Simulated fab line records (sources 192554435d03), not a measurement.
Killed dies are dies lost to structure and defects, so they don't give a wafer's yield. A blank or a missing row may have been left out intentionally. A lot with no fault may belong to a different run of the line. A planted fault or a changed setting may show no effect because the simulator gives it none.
fab line records	flow n5-finfet	part 1 of 2: steps 1 to 26 of 32
record: lots: 5	wafers: 15	last-day: 17
route steps=1938 shown BEOL_M9@1460 BEOL_M10@1470
lots with no fault: from the same line, run without faults
start-h: start of the lot's first displayed wafer, in hours after the record's first day	wait-h: hours since the lot's step before	" unchanged from the row above	L1.1+2: a row that stands for several wafers	- either no value or no given start	* or withheld: withheld	< > ~ a bound
route shown NAME@n: NAME is a module with steps in the file, n the number in the route of the first one	usual: mean/standard deviation of fault-free wafers	same: alike in all rows	chamber/n: place in a boat	sites: the reading at each site	_std_site: their standard deviation	_edge_site: outer sites' mean less inner sites'	radius-mm: for every site, how far away it sits from the centre of the wafer	mask NAME#n: copy n	behind: tool/chamber where the wafer was last shaped	hold: why the lot went on hold/how many hours it stayed there/how the hold came to an end	device: whichever transistor did not switch (one of n, p or np)	end of line: at the end of the route, the tests of the same wafers	step lacking rows: just its recipe	killed: the dies lost at the first sort to structure and to defects; this is not the yield of the wafer	map: shows each die of a wafer: x if killed, . if not, _ if none is there
set.NAME: the setting that was run; set.NAME@STEP: the one run at that earlier step	model.NAME: the simulator's own value behind a step, which no gauge read
certain route steps with their lots: each step a table, each wafer a row
services: the hour from which a tool's chamber was out of use, counted from the record's first day as start-h (under 0 if before that day), plus the number of hours and why
== steps ==
step: N5_BEOL_M9_CVD_78
recipe: material: Co	target-thk-a: 20	temp-c: withheld	precursor: CCTBA/H2	pressure-torr: 30	time-s: 138.9
lot.wafer	tool	chamber	start-h	wait-h
L076.2+3+6	cvd-co-02	2,1,2	229.27	0.0
L074.1+4+5	cvd-co-01	2,1,0	229.56	0.0
L079.1+4+5	cvd-co-02	1,0,1	259.65	0.7
L092.4+5+6	cvd-co-02	1,0,2	325.92	0.1
L096.2+5+6	cvd-co-01	2,2,0	352.10	0.0
step: N5_BEOL_M9_SPUTTER_48
recipe: material: Cu	target-thk-a: 120	temp-c: -20	bias-v: 60	power-w: 26000	chamber-pressure-pa: 0.13	time-s: 2
usual: bias-v: 60.0/0.59	chuck-sensor-temp-C: -16.1/0.43	throttle-valve-pct: 29.3/1.2
lot.wafer	tool	chamber	start-h	wait-h	bias-v	chuck-sensor-temp-C	throttle-valve-pct
L076.2	pvd-sputter-03	-	229.42	0.1	60.4	-15.7	30.4
L076.3	"	-	"	"	60.8	-16.5	29.7
L076.6	"	-	"	"	60.0	-16.3	29.9
L074.1	pvd-sputter-03	-	229.70	0.1	60.5	-15.8	30.3
L074.4	"	-	"	"	58.8	-16.6	29.5
L074.5	"	-	"	"	59.2	-15.6	27.3
L079.1	pvd-sputter-03	-	259.81	0.1	60.1	-15.6	27.4
L079.4	"	-	"	"	60.0	-15.7	29.2
L079.5	"	-	"	"	60.6	-15.2	27.4
L092.4	pvd-sputter-03	-	326.13	0.2	59.7	-15.4	27.2
L092.5	"	-	"	"	60.3	-15.7	30.3
L092.6	"	-	"	"	59.4	-16.5	29.9
L096.2	pvd-sputter-03	-	352.32	0.2	60.2	-15.6	29.4
L096.5	"	-	"	"	59.2	-15.5	27.4
L096.6	"	-	"	"	59.9	-15.7	29.4
step: N5_BEOL_M9_ECD_50
recipe: material: Cu	target-thk-a: 3180
lot.wafer	tool	chamber	start-h	wait-h
L076.2+3+6	ecd-cu-01	1,0,1	229.54	0.1
L074.1+4+5	ecd-cu-01	1,1,0	229.82	0.1
L079.1+4+5	ecd-cu-01	0	259.92	0.1
L092.4+5+6	ecd-cu-01	0,1,0	326.27	0.1
L096.2+5+6	ecd-cu-01	1,0,1	352.44	0.1
step: N5_BEOL_M9_ANNEAL_51
recipe: temp-c: 225	time-s: 90	ambient: N2
usual: wafer_temp_C_max: 226.5/0.32
lot.wafer	tool	chamber	start-h	wait-h	wafer_temp_C_max
L076.2	rtp-anneal-01	0	229.69	0.1	226.6
L076.3	"	0	"	"	226.0
L076.6	"	0	"	"	227.0
L074.1	rtp-anneal-01	0	230.19	0.3	226.8
L074.4	"	0	"	"	226.4
L074.5	"	0	"	"	226.5
L079.1	rtp-anneal-02	0	260.03	0.1	226.5
L079.4	"	0	"	"	226.7
L079.5	"	0	"	"	226.5
L092.4	rtp-anneal-02	0	326.49	0.2	226.7
L092.5	"	0	"	"	226.5
L092.6	"	0	"	"	226.9
L096.2	rtp-anneal-02	0	353.02	0.6	226.6
L096.5	"	0	"	"	226.6
L096.6	"	0	"	"	226.8
step: N5_BEOL_M9_CMP_52
recipe: stop-on: SiCOH_lowk	t-overpolish-s: 7	down-force-psi: 1	platen-rpm: 50	clearing-platen-down-force-psi: 1.5	clearing-platen-rpm: 50	post-cmp-clean: cu-alkaline	target-thk-nm: 140	clearing-platen-pad-velocity-m-s: 0.99484	pad-velocity-m-s: 0.99484
usual: barrier-field-endpoint-s: 28.9/0.64	edge-zone-pressure-frac: 1.000/0.0047	motor-current-A: 6.2/0.58	overpolish-run-s: 6.999/0.0084	slurry-filter-dp-kPa: 13.50/0.13	slurry-flow-ml-min: 149.9/0.47	time-to-endpoint-s: 66.3/2.9
lot.wafer	tool	chamber	start-h	wait-h	barrier-field-endpoint-s	edge-zone-pressure-frac	motor-current-A	overpolish-run-s	slurry-filter-dp-kPa	slurry-flow-ml-min	time-to-endpoint-s
L076.2	cmp-04	2	229.98	0.2	28.0	1.002	6.0	6.991	13.35	149.7	66.4
L076.3	"	0	"	"	28.1	1.002	6.1	7.000	13.70	151.1	64.4
L076.6	"	2	"	"	28.4	1.000	5.8	6.993	13.60	149.8	64.6
L074.4	cmp-01	3	230.50	0.1	28.5	0.996	5.5	6.995	13.56	149.4	64.4
L074.1	"	2	"	"	28.7	1.004	6.6	7.005	13.43	150.6	68.8
L074.5	"	0	"	"	29.5	0.997	6.5	7.010	13.37	149.5	70.3
L079.1	cmp-01	3	260.41	0.3	28.0	0.993	5.6	7.007	13.52	149.9	64.1
L079.4	"	0	"	"	28.9	0.999	6.6	6.997	13.42	149.4	66.3
L079.5	"	2	"	"	29.6	0.998	6.2	6.995	13.54	149.7	66.1
L092.4	cmp-02	2	326.68	0.1	28.9	0.998	7.1	7.003	13.65	149.4	62.1
L092.6	"	2	"	"	28.7	1.006	6.9	7.001	13.52	150.1	58.3
L092.5	"	3	"	"	28.5	0.999	4.8	7.003	13.35	150.2	57.9
L096.2	cmp-04	1	353.39	0.3	28.2	0.996	5.8	7.014	13.59	150.2	62.3
L096.5	"	2	"	"	29.0	0.996	5.8	7.026	13.43	149.5	65.4
L096.6	"	3	"	"	28.3	1.007	5.9	6.992	13.21	149.8	65.3
step: N5_BEOL_M9_THK_MEAS_53
recipe: thk-meas-gauge: xrf	reads: Cu_of_BEOL_M9_ECD_50
usual: M9_THK: 142/3.2
lot.wafer	tool	chamber	start-h	wait-h	M9_THK[nm]
L076.2	film-metro-02	-	230.24	-	143
L076.3	"	-	"	"	142
L076.6	"	-	"	"	141
L074.1	film-metro-01	-	230.79	-	138
L074.4	"	-	"	"	138
L074.5	"	-	"	"	142
L079.1	film-metro-01	-	260.63	-	142
L079.4	"	-	"	"	139
L079.5	"	-	"	"	138
L092.4	film-metro-01	-	326.98	-	141
L092.5	"	-	"	"	145
L092.6	"	-	"	"	145
L096.2	film-metro-02	-	353.57	-	141
L096.5	"	-	"	"	145
L096.6	"	-	"	"	145
step: N5_BEOL_M9_PRE_CLEAN_55
recipe: gas: NH3	time-s: 15	temp-c: withheld	rf-power-w: 300
lot.wafer	tool	chamber	start-h	wait-h
L076.2+3+6	pecvd-04	1,0,0	230.28	0.0
L074.1+4+5	pecvd-03	0,2,1	230.83	0.0
L079.1+4+5	pecvd-03	0,1,0	260.66	0.0
L092.4+5+6	pecvd-04	1,2,0	327.03	0.0
L096.2+5+6	pecvd-01	1,0,1	353.60	0.0
step: N5_BEOL_M9_DEP_56
recipe: material: SiCN	target-thk-a: 150	temp-c: withheld	precursor: 3MS/NH3	pressure-torr: 3	rf-w: 202	time-s: 26.5
usual: showerhead-plenum-p-Torr: 3.664/0.014	throttle-valve-pct: 8.86/0.28
lot.wafer	tool	chamber	start-h	wait-h	showerhead-plenum-p-Torr	throttle-valve-pct
L076.2	pecvd-04	1	230.31	0.0	3.664	8.44
L076.3	"	0	"	"	3.672	8.97
L076.6	"	0	"	"	3.674	8.97
L074.1	pecvd-03	0	230.85	0.0	3.693	9.34
L074.4	"	2	"	"	3.663	8.83
L074.5	"	1	"	"	3.668	8.81
L079.1	pecvd-03	0	260.69	0.0	3.679	9.27
L079.4	"	1	"	"	3.668	8.89
L079.5	"	0	"	"	3.683	9.37
L092.4	pecvd-04	1	327.06	0.0	3.672	8.68
L092.5	"	2	"	"	3.646	8.85
L092.6	"	0	"	"	3.674	8.69
L096.2	pecvd-01	1	353.63	0.0	3.677	9.23
L096.5	"	0	"	"	3.673	9.13
L096.6	"	1	"	"	3.680	9.12
step: N5_BEOL_M9_RS_MEAS_57
recipe: thk-meas-gauge: four-point-probe	reads: Cu_of_BEOL_M9_ECD_50+Co_of_BEOL_M9_CVD_78+TaN_of_BEOL_M9_ALD_74
usual: M9_RS: 0.150/0.0038
lot.wafer	tool	chamber	start-h	wait-h	M9_RS[ohm/sq]
L076.2	film-metro-01	-	230.41	0.1	0.151
L076.3	"	-	"	"	0.152
L076.6	"	-	"	"	0.152
L074.1	film-metro-01	-	230.93	0.1	0.159
L074.4	"	-	"	"	0.159
L074.5	"	-	"	"	0.153
L079.1	film-metro-01	-	260.76	0.1	0.150
L079.4	"	-	"	"	0.155
L079.5	"	-	"	"	0.156
L092.4	film-metro-02	-	327.13	0.0	0.152
L092.5	"	-	"	"	0.147
L092.6	"	-	"	"	0.147
L096.2	film-metro-02	-	353.70	0.1	0.153
L096.5	"	-	"	"	0.147
L096.6	"	-	"	"	0.148
step: N5_BEOL_M9_INSPECT_58
recipe: inspect-instrument: darkfield	mode: post-dep
usual: raw-defect-count: 69/21
lot.wafer	tool	chamber	start-h	wait-h	raw-defect-count
L076.2	defect-inspect-02	-	230.43	0.0	46
L076.3	"	-	"	"	62
L076.6	"	-	"	"	61
L074.1	defect-inspect-02	-	230.95	0.0	127
L074.4	"	-	"	"	108
L074.5	"	-	"	"	61
L079.1	defect-inspect-02	-	260.79	0.0	73
L079.4	"	-	"	"	64
L079.5	"	-	"	"	50
L092.4	defect-inspect-02	-	327.16	0.0	42
L092.5	"	-	"	"	57
L092.6	"	-	"	"	39
L096.2	defect-inspect-02	-	353.73	0.0	99
L096.5	"	-	"	"	116
L096.6	"	-	"	"	93
step: N5_BEOL_M10_ILD_DEP_00
recipe: material: SiCOH_lowk	target-thk-a: 3085.1	temp-c: 300	precursor: DEMS/porogen	pressure-torr: 5	rf-w: 500	time-s: 58
usual: heater-power-outer-w: 151/46	heater-power-w: 310/53	showerhead-plenum-p-Torr: 5.747/0.018	throttle-valve-pct: 13.8/0.47
lot.wafer	tool	chamber	start-h	wait-h	heater-power-outer-w	heater-power-w	showerhead-plenum-p-Torr	throttle-valve-pct
L076.2	pecvd-01	0	230.47	0.0	88	248	5.743	13.9
L076.3	"	2	"	"	163	303	5.715	13.7
L076.6	"	2	"	"	160	302	5.722	13.6
L074.1	pecvd-03	0	230.99	0.0	89	231	5.769	14.0
L074.4	"	0	"	"	98	236	5.759	14.4
L074.5	"	1	"	"	199	382	5.729	13.6
L079.1	pecvd-02	0	260.83	0.0	136	294	5.755	14.6
L079.4	"	1	"	"	167	359	5.772	13.9
L079.5	"	1	"	"	110	270	5.771	14.0
L092.4	pecvd-02	1	327.22	0.1	110	270	5.765	14.0
L092.5	"	0	"	"	101	255	5.759	14.5
L092.6	"	2	"	"	132	298	5.778	13.4
L096.2	pecvd-03	0	353.77	0.0	132	283	5.762	14.2
L096.5	"	1	"	"	209	398	5.744	13.3
L096.6	"	0	"	"	131	283	5.765	14.2
step: N5_BEOL_M10_CURE_71
recipe: temp-c: 385	time-s: 240	ambient: He/Ar	material: SiCOH_lowk
usual: lamp-power-pct: 52.31/0.056	wafer_temp_C_max: 386.7/0.45
lot.wafer	tool	chamber	start-h	wait-h	lamp-power-pct	wafer_temp_C_max
L076.2	uv-cure-03	2	230.63	0.1	52.36	386.4
L076.3	"	2	"	"	52.40	386.7
L076.6	"	2	"	"	52.24	386.8
L074.1	uv-cure-01	0	231.07	0.0	52.30	387.1
L074.4	"	0	"	"	52.31	386.5
L074.5	"	0	"	"	52.37	387.2
L079.1	uv-cure-01	2	260.93	0.1	52.32	386.7
L079.4	"	2	"	"	52.28	386.5
L079.5	"	2	"	"	52.20	386.1
L092.4	uv-cure-01	2	327.64	0.4	52.31	386.4
L092.5	"	2	"	"	52.35	386.6
L092.6	"	2	"	"	52.19	387.1
L096.2	uv-cure-02	2	353.92	0.1	52.32	386.1
L096.5	"	2	"	"	52.29	386.9
L096.6	"	2	"	"	52.27	385.9
step: N5_BEOL_M10_THK_MEAS_01
recipe: reads: SiCOH_lowk_of_BEOL_M10_ILD_DEP_00
usual: M10_ILD_THK: 268/3.3
lot.wafer	tool	chamber	start-h	wait-h	M10_ILD_THK[nm]
L076.2	film-metro-02	-	231.06	0.4	262
L076.3	"	-	"	"	266
L076.6	"	-	"	"	271
L074.1	film-metro-02	-	231.58	0.4	266
L074.4	"	-	"	"	272
L074.5	"	-	"	"	269
L079.1	film-metro-01	-	261.45	0.4	270
L079.4	"	-	"	"	271
L079.5	"	-	"	"	267
L092.4	film-metro-01	-	327.91	0.2	272
L092.5	"	-	"	"	269
L092.6	"	-	"	"	268
L096.2	film-metro-02	-	354.36	0.4	260
L096.5	"	-	"	"	266
L096.6	"	-	"	"	264
step: N5_BEOL_M10_PECVD_70
recipe: material: SiO2	target-thk-a: 200	temp-c: 400	precursor: TEOS/O2	pressure-torr: 5.5	rf-w: 450	teos-flow-sccm: 53.8	gas: O2	flow-sccm: 3000	time-s: 22.7
usual: heater-power-outer-w: 421/91	heater-power-w: 701/100	showerhead-plenum-p-Torr: 8.81/0.068	throttle-valve-pct: 22.3/0.72
lot.wafer	tool	chamber	start-h	wait-h	heater-power-outer-w	heater-power-w	showerhead-plenum-p-Torr	throttle-valve-pct
L076.2	pecvd-03	2	231.10	0.0	416	693	8.72	21.4
L076.3	"	1	"	"	553	871	8.78	22.0
L076.6	"	0	"	"	386	661	8.87	23.0
L074.1	pecvd-01	2	231.62	0.0	454	730	8.72	21.9
L074.4	"	0	"	"	367	663	8.79	22.8
L074.5	"	2	"	"	445	703	8.71	21.9
L079.1	pecvd-01	1	261.48	0.0	606	851	8.82	21.8
L079.4	"	1	"	"	598	858	8.86	22.1
L079.5	"	2	"	"	437	695	8.69	22.1
L092.4	pecvd-03	1	327.97	0.1	575	935	8.79	22.2
L092.5	"	2	"	"	313	595	8.75	21.8
L092.6	"	0	"	"	392	678	8.87	22.9
L096.2	pecvd-01	0	354.39	0.0	334	602	8.81	22.8
L096.5	"	1	"	"	594	868	8.84	22.2
L096.6	"	2	"	"	408	665	8.70	22.3
step: N5_BEOL_M10_HM_DEP_02
recipe: material: TiN	target-thk-a: 200	temp-c: 25	chamber-pressure-pa: 0.49996
usual: throttle-valve-pct: 29.3/1.1
lot.wafer	tool	chamber	start-h	wait-h	throttle-valve-pct
L076.2	pvd-sputter-03	-	232.61	1.5	27.5
L076.3	"	-	"	"	29.4
L076.6	"	-	"	"	29.1
L074.1	pvd-sputter-01	-	234.95	3.3	30.0
L074.4	"	-	"	"	27.4
L074.5	"	-	"	"	30.3
L079.1	pvd-sputter-02	-	264.19	2.7	30.0
L079.4	"	-	"	"	27.8
L079.5	"	-	"	"	29.7
L092.4	pvd-sputter-02	-	330.27	2.3	28.1
L092.5	"	-	"	"	30.0
L092.6	"	-	"	"	30.5
L096.2	pvd-sputter-02	-	355.16	0.7	30.4
L096.5	"	-	"	"	28.3
L096.6	"	-	"	"	30.5
step: N5_BEOL_M10_COAT_59
recipe: resist: SOC	temp-c: 250	time-s: 60	spin-rpm: 1500	resist-thk-nm: 100
lot.wafer	tool	chamber	start-h	wait-h
L076.2+3+6	litho-track-02	0	232.74	0.1
L074.1+4+5	litho-track-02	0	235.08	0.1
L079.1+4+5	litho-track-02	0	264.32	0.1
L092.4+5+6	litho-track-05	0	330.40	0.1
L096.2+5+6	litho-track-01	0	355.29	0.1
step: N5_BEOL_M10_COAT_60
recipe: resist: SiARC	temp-c: 220	time-s: 60	spin-rpm: 1500	resist-thk-nm: 30
lot.wafer	tool	chamber	start-h	wait-h
L076.2+3+6	litho-track-02	0	-	-
L074.1+4+5	litho-track-02	0	-	-
L079.1+4+5	litho-track-02	0	-	-
L092.4+5+6	litho-track-05	0	-	-
L096.2+5+6	litho-track-01	0	-	-
step: N5_BEOL_M10_COAT_05
recipe: resist: CAR-ArF	spin-rpm: 1500	resist-thk-nm: 90
lot.wafer	tool	chamber	start-h	wait-h
L076.2+3+6	litho-track-02	0	-	-
L074.1+4+5	litho-track-02	0	-	-
L079.1+4+5	litho-track-02	0	-	-
L092.4+5+6	litho-track-05	0	-	-
L096.2+5+6	litho-track-01	0	-	-
step: N5_BEOL_M10_EBR_07
recipe: solvent: PGMEA	ebr-width-mm: 1.5
lot.wafer	tool	chamber	start-h	wait-h
L076.2+3+6	litho-track-02	0	-	-
L074.1+4+5	litho-track-02	0	-	-
L079.1+4+5	litho-track-02	0	-	-
L092.4+5+6	litho-track-05	0	-	-
L096.2+5+6	litho-track-01	0	-	-
step: N5_BEOL_M10_SOFTBAKE_06
recipe: temp-c: 110	time-s: 60	resist: CAR-ArF
lot.wafer	tool	chamber	start-h	wait-h
L076.2+3+6	litho-track-02	0	-	-
L074.1+4+5	litho-track-02	0	-	-
L079.1+4+5	litho-track-02	0	-	-
L092.4+5+6	litho-track-05	0	-	-
L096.2+5+6	litho-track-01	0	-	-
step: N5_BEOL_M10_EXPOSE_08
recipe: mask-id: M10	na: 1.35	source-shape: dipole	sigma-inner: 0.411	sigma-outer: 0.611	polarization: te	dose-mj: 53.75
usual: focus-offset-nm: -0.1/0.48
same: sigma-outer: 0.611
lot.wafer	tool	chamber	start-h	wait-h	mask	focus-offset-nm
L076.2	arfi-scanner-02	0	232.99	-	M10#0	0.8
L076.3	"	0	"	"	M10#0	1.2
L076.6	"	0	"	"	M10#0	0.2
L074.1	arfi-scanner-02	0	235.20	-	M10#0	-0.1
L074.4	"	0	"	"	M10#0	-0.1
L074.5	"	0	"	"	M10#0	0.4
L079.1	arfi-scanner-02	0	264.44	-	M10#0	-0.2
L079.4	"	0	"	"	M10#0	-0.2
L079.5	"	0	"	"	M10#0	-0.8
L092.4	arfi-scanner-01	0	330.53	-	M10#0	-0.5
L092.5	"	0	"	"	M10#0	0.2
L092.6	"	0	"	"	M10#0	0.6
L096.2	arfi-scanner-02	0	355.54	-	M10#0	-0.6
L096.5	"	0	"	"	M10#0	-0.6
L096.6	"	0	"	"	M10#0	-0.4
step: N5_BEOL_M10_PEB_09
recipe: peb-temp-c: withheld	peb-time-s: 60	resist: CAR-ArF
lot.wafer	tool	chamber	start-h	wait-h
L076.2+3+6	litho-track-05	0	233.04	0.0
L074.1+4+5	litho-track-05	0	235.25	0.1
L079.1+4+5	litho-track-05	0	264.49	0.1
L092.4+5+6	litho-track-05	0	330.58	0.0
L096.2+5+6	litho-track-05	0	355.59	0.0
step: N5_BEOL_M10_DEVELOP_10
recipe: develop-time-s: 30	developer: TMAH	resist: CAR-ArF	rinse-liquid: diw	dry: air-spin	dev-temp-c: 23
lot.wafer	tool	chamber	start-h	wait-h
L076.2+3+6	litho-track-05	0	-	-
L074.1+4+5	litho-track-05	0	-	-
L079.1+4+5	litho-track-05	0	-	-
L092.4+5+6	litho-track-05	0	-	-
L096.2+5+6	litho-track-05	0	-	-
step: N5_BEOL_M10_CD_MEAS_11
recipe: target-cd-nm: 64.1	landing-energy-ev: 500	detector: se-inlens	polarity: opening
usual: cd-nm: 63.9/0.59
lot.wafer	tool	chamber	start-h	wait-h	cd-nm
L076.2	cd-sem-02	0	233.11	-	64.0
L076.3	"	0	"	"	64.7
L076.6	"	0	"	"	64.5
L074.1	cd-sem-02	0	235.32	-	64.6
L074.4	"	0	"	"	64.4
L074.5	"	0	"	"	64.2
L079.1	cd-sem-03	0	264.56	-	64.8
L079.4	"	0	"	"	64.0
L079.5	"	0	"	"	64.1
L092.4	cd-sem-03	0	330.65	-	63.6
L092.5	"	0	"	"	64.7
L092.6	"	0	"	"	64.1
L096.2	cd-sem-01	0	355.66	-	63.6
L096.5	"	0	"	"	63.8
L096.6	"	0	"	"	64.1
step: N5_BEOL_M10_OVL_MEAS_12
recipe: points-per-wafer: 44
usual: M10_OVL: -0.2/0.73
lot.wafer	tool	chamber	start-h	wait-h	M10_OVL[nm]
L076.2	overlay-02	0	233.14	0.0	-1.0
L076.3	"	0	"	"	-0.1
L076.6	"	0	"	"	-0.9
L074.1	overlay-02	0	235.35	0.0	-0.5
L074.4	"	0	"	"	-0.5
L074.5	"	0	"	"	-1.1
L079.1	overlay-01	0	264.59	0.0	-0.5
L079.4	"	0	"	"	-1.5
L079.5	"	0	"	"	0.2
L092.4	overlay-02	0	330.67	0.0	1.2
L092.5	"	0	"	"	-1.4
L092.6	"	0	"	"	1.0
L096.2	overlay-02	0	355.69	0.0	0.3
L096.5	"	0	"	"	-0.9
L096.6	"	0	"	"	-0.3
step: N5_BEOL_M10_INSPECT_13
recipe: mode: adi	inspect-instrument: brightfield
usual: raw-defect-count: 387/82
lot.wafer	tool	chamber	start-h	wait-h	raw-defect-count
L076.2	defect-inspect-01	-	233.16	0.0	439
L076.3	"	-	"	"	363
L076.6	"	-	"	"	269
L074.1	defect-inspect-02	-	235.38	0.0	488
L074.4	"	-	"	"	559
L074.5	"	-	"	"	477
L079.1	defect-inspect-02	-	264.62	0.0	476
L079.4	"	-	"	"	462
L079.5	"	-	"	"	420
L092.4	defect-inspect-01	-	330.70	0.0	596
L092.5	"	-	"	"	389
L092.6	"	-	"	"	353
L096.2	defect-inspect-01	-	355.71	0.0	382
L096.5	"	-	"	"	449
L096.6	"	-	"	"	432
